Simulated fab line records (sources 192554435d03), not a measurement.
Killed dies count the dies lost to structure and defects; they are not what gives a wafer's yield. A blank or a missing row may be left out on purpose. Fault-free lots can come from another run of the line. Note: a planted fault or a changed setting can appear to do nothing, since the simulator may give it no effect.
fab line records / flow n5Finfet
record: lots: 7 wafers: 21
route steps=1938 shown BEOL_M15@1824
startH: hours from the record's first day to the start of the lot's first wafer shown / waitH: hours from the lot's prior step to this one / " repeats the value in the row above / L1.1+2: a single row standing in for several wafers / - either no value or no given start / * or withheld: withheld / < > ~ a bound
route shown NAME@n: a module of which the file shows steps, and the number in the route of the first / usual: mean and standard deviation over wafers with no fault / same: alike in all rows / chamber/n: place in a boat / sites: per-site readings / _std_site: how widely they spread, as a standard deviation / _edge_site: mean of outer sites minus mean of inner sites / radiusMm: for every site, how far away it sits from the centre of the wafer / mask NAME#n: copy n / behind: the most recent tool/chamber to have shaped the wafer / hold: why the lot was held/for how many hours/how that ended / device: whichever transistor did not switch (one of n, p or np) / end of line: at the end of the route, the tests of the same wafers / for a step that has no rows: nothing shown but its recipe / killed: not the wafer's yield, but the dies lost to structure and defects at the first sort / map: dies across one wafer; x = killed, . = not, _ = none there
set.NAME: setting as actually run; set.NAME@STEP: the setting as run at that earlier step / model.NAME: the simulator's own value behind a step, which no gauge read
one table per step and one row per wafer, for lots whose settings were changed on purpose
== steps ==
step: N5_BEOL_M15_CMP_49
recipe: stopOn: SiO2 tOverpolishS: 4.9 downForcePsi: 2 platenRpm: 80 clearingPlatenDownForcePsi: 2 clearingPlatenRpm: 80 postCmpClean: cuAlkaline targetThkNm: 850 clearingPlatenPadVelocityMS: 1.5917 padVelocityMS: 1.5917
usual: barrierFieldEndpointS: 11.21/0.25
lot.wafer=L074.1 tool=cmp-03 chamber=1 startH=300.74 waitH=0.3 set.platenRpm=80 set.powerW@BEOL_M15_SPUTTER_44=12590 barrierFieldEndpointS=10.46
lot.wafer=L074.3 tool=cmp-03 chamber=3 startH=300.74 waitH=0.3 set.platenRpm=81.49 set.powerW@BEOL_M15_SPUTTER_44=15000 barrierFieldEndpointS=10.96
lot.wafer=L074.5 tool=cmp-03 chamber=0 startH=300.74 waitH=0.3 set.platenRpm=80 set.powerW@BEOL_M15_SPUTTER_44=12590 barrierFieldEndpointS=10.25
lot.wafer=L080.2 tool=cmp-02 chamber=0 startH=329.48 waitH=0.3 set.platenRpm=80 set.powerW@BEOL_M15_SPUTTER_44=15000 barrierFieldEndpointS=11.25
lot.wafer=L080.5 tool=cmp-02 chamber=1 startH=329.48 waitH=0.3 set.platenRpm=80 set.powerW@BEOL_M15_SPUTTER_44=15000 barrierFieldEndpointS=11.02
lot.wafer=L080.6 tool=cmp-02 chamber=2 startH=329.48 waitH=0.3 set.platenRpm=80 set.powerW@BEOL_M15_SPUTTER_44=12900 barrierFieldEndpointS=10.60
lot.wafer=L083.2 tool=cmp-02 chamber=1 startH=348.87 waitH=0.2 set.platenRpm=80 set.powerW@BEOL_M15_SPUTTER_44=15000 barrierFieldEndpointS=11.22
lot.wafer=L083.1 tool=cmp-02 chamber=2 startH=348.87 waitH=0.2 set.platenRpm=80 set.powerW@BEOL_M15_SPUTTER_44=16490 barrierFieldEndpointS=11.74
lot.wafer=L083.5 tool=cmp-02 chamber=1 startH=348.87 waitH=0.2 set.platenRpm=80 set.powerW@BEOL_M15_SPUTTER_44=15000 barrierFieldEndpointS=11.56
lot.wafer=L086.3 tool=cmp-01 chamber=0 startH=351.62 waitH=0.2 set.platenRpm=80 set.powerW@BEOL_M15_SPUTTER_44=15000 barrierFieldEndpointS=10.89
lot.wafer=L086.4 tool=cmp-01 chamber=1 startH=351.62 waitH=0.2 set.platenRpm=80 set.powerW@BEOL_M15_SPUTTER_44=15000 barrierFieldEndpointS=10.84
lot.wafer=L086.6 tool=cmp-01 chamber=0 startH=351.62 waitH=0.2 set.platenRpm=80 set.powerW@BEOL_M15_SPUTTER_44=15000 barrierFieldEndpointS=10.95
lot.wafer=L091.2 tool=cmp-01 chamber=1 startH=393.29 waitH=0.3 set.platenRpm=80 set.powerW@BEOL_M15_SPUTTER_44=15000 barrierFieldEndpointS=11.11
lot.wafer=L091.1 tool=cmp-01 chamber=2 startH=393.29 waitH=0.3 set.platenRpm=80 set.powerW@BEOL_M15_SPUTTER_44=15000 barrierFieldEndpointS=11.03
lot.wafer=L091.5 tool=cmp-01 chamber=3 startH=393.29 waitH=0.3 set.platenRpm=80 set.powerW@BEOL_M15_SPUTTER_44=16720 barrierFieldEndpointS=11.51
lot.wafer=L093.3 tool=cmp-01 chamber=0 startH=396.61 waitH=0.3 set.platenRpm=81.52 set.powerW@BEOL_M15_SPUTTER_44=15000 barrierFieldEndpointS=11.45
lot.wafer=L093.6 tool=cmp-01 chamber=1 startH=396.61 waitH=0.3 set.platenRpm=80 set.powerW@BEOL_M15_SPUTTER_44=13690 barrierFieldEndpointS=10.97
lot.wafer=L093.5 tool=cmp-01 chamber=2 startH=396.61 waitH=0.3 set.platenRpm=81.52 set.powerW@BEOL_M15_SPUTTER_44=13690 barrierFieldEndpointS=10.89
lot.wafer=L097.4 tool=cmp-03 chamber=2 startH=420.87 waitH=0.1 set.platenRpm=80 set.powerW@BEOL_M15_SPUTTER_44=15000 barrierFieldEndpointS=11.63
lot.wafer=L097.3 tool=cmp-03 chamber=0 startH=420.87 waitH=0.1 set.platenRpm=80 set.powerW@BEOL_M15_SPUTTER_44=15000 barrierFieldEndpointS=11.22
lot.wafer=L097.6 tool=cmp-03 chamber=3 startH=420.87 waitH=0.1 set.platenRpm=80 set.powerW@BEOL_M15_SPUTTER_44=15000 barrierFieldEndpointS=11.25
== key ==
split: step: N5_BEOL_M15_CMP_49 setting: platenRpm stated: 80 by: wafer
response none clear
split outsideThisFile step=N5_BEOL_M15_SPUTTER_44 setting=powerW
split outsideThisFile: this setting was split too, and the file shows its column; the key of that split is in another file
